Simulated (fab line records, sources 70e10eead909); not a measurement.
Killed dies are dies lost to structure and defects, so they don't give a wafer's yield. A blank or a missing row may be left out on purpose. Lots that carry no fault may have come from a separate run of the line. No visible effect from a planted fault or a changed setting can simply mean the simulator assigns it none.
Chamber matching ; flow nand-harc ; NHARC_A_STAIRCASE_DEP_156 on pecvd-01 has 3 sister chambers
The step deposits SiNx, target thk 50 nm. 3 wafers are shown with their chamber, then 7 later ones without.

## EACH WAFER AND ITS CHAMBER
wafer;chamber;showerhead-vpp-V (V)
L086.6;0;1315
L094.2;2;1251
L094.3;1;1207

## WAFERS WHOSE CHAMBER IS MISSING
wafer;showerhead-vpp-V (V)
L094.5;1204
L095.1;1222
L095.2;1258
L095.4;1207
L097.1;1267
L097.2;1216
L097.5;1282

## WHICH CHAMBER EACH WENT THROUGH
wafer;from the rows above;in truth
L094.5;1;1
L095.1;can't be placed: 1 or 2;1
L095.2;2;2
L095.4;1;1
L097.1;2;2
L097.2;can't be placed: 1 or 2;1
L097.5;can't be placed: 2 or 0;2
Correctly placed: 4 of 7. Unplaceable from these rows: 3, with the true chamber sitting among the candidates in 3. Number placed wrongly: 0.
How it was worked out, from the rows above alone: a wafer's distance from a chamber is the root of the sum, over the readings, of the square of ((its reading less the chamber's mean) divided by the reading's scatter). The wafer belongs to the nearest chamber; if the next one is less than 2 further off, it can't be placed. Each chamber's mean is taken over the wafers shown for it. The scatter: with one shown wafer a chamber, the root of the mean of the squares of how far each hidden wafer lies from its nearest shown one.
